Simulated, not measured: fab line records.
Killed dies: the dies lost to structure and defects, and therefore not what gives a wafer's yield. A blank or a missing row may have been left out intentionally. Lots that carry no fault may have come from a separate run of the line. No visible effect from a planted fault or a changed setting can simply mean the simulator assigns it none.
Chamber matching | flow nandHarc | 4 sister chambers for NHARC_P_GATE_ETCH_104 on rieDiel-07
The step etches the open film in CF4/CHF3, target depth 60 nm. 4 wafers are shown with their chamber, then 8 later ones without.

EACH WAFER AND ITS CHAMBER
wafer  | chamber | drypumpMotorCurrentA (A)
L749.2 | 0       | 5.1
L765.3 | 2       | 5.4
L765.6 | 3       | 5.6
L767.3 | 1       | 5.5

WAFERS WITH NO CHAMBER GIVEN
wafer  | drypumpMotorCurrentA (A)
L767.4 | 5.0
L767.5 | 5.1
L768.1 | 5.6
L768.2 | 5.5
L768.4 | 5.5
L769.3 | 5.5
L769.5 | 5.6
L769.6 | 5.1

THE CHAMBER EACH PASSED THROUGH
wafer  | from the rows above | in truth
L767.4 | 0                   | 0
L767.5 | 0                   | 0
L768.1 | 3                   | 3
L768.2 | 1                   | 1
L768.4 | 1                   | 1
L769.3 | 1                   | 1
L769.5 | 3                   | 3
L769.6 | 0                   | 0
8 of 8 placed correctly. From these rows, 0 cannot be placed. Wrongly placed: 0.
How it was worked out, from the rows above alone: a wafer's distance from a chamber is the root of the sum, over the readings, of the square of ((its reading less the chamber's mean) divided by the reading's scatter). The wafer belongs to the nearest chamber; if the next one is less than 2 further off, it can't be placed. The mean given for a chamber averages the wafers shown for that chamber. The scatter: root of mean squared gap, hidden wafer to nearest shown wafer, with one shown wafer a chamber.
